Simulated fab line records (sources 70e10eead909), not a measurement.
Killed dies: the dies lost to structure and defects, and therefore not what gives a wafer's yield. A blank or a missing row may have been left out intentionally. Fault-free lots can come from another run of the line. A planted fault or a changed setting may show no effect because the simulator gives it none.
Chamber matching | flow nand_harc | 3 sister chambers for NHARC_A_CONTACT_DEP_24 on pecvd-02
The step deposits SiO2, target thk 500 nm. 3 wafers are shown with their chamber, then 11 later ones without.

## EACH WAFER AND ITS CHAMBER
wafer  | chamber | heater_power_w (W)
L085.1 | 1       | 830
L085.3 | 0       | 372
L091.4 | 2       | 650

## WAFERS MISSING THEIR CHAMBER
wafer  | heater_power_w (W)
L091.5 | 775
L091.6 | 408
L090.1 | 754
L090.3 | 632
L090.6 | 496
L094.1 | 814
L094.2 | 602
L094.5 | 631
L096.1 | 554
L096.2 | 720
L096.6 | 597

## THE CHAMBER EACH PASSED THROUGH
wafer  | from the rows above     | in truth
L091.5 | can't be placed: 1 or 2 | 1
L091.6 | 0                       | 0
L090.1 | can't be placed: 1 or 2 | 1
L090.3 | 2                       | 2
L090.6 | can't be placed: 0 or 2 | 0
L094.1 | 1                       | 1
L094.2 | 2                       | 2
L094.5 | 2                       | 2
L096.1 | can't be placed: 2 or 0 | 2
L096.2 | can't be placed: 2 or 1 | 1
L096.6 | 2                       | 2
6 of 11 placed correctly. From these rows, 5 cannot be placed; in 5 the true chamber is one of the candidates. Placed wrongly: 0.
How it was worked out, from the rows above alone: a wafer's distance from a chamber is the root of the sum, over the readings, of the square of ((its reading less the chamber's mean) divided by the reading's scatter). If the next closest chamber is less than 2 further off than the closest, the wafer can't be placed; otherwise it belongs to the closest. The mean given for a chamber averages the wafers shown for that chamber. The scatter: root of mean squared gap, hidden wafer to nearest shown wafer, with one shown wafer a chamber.
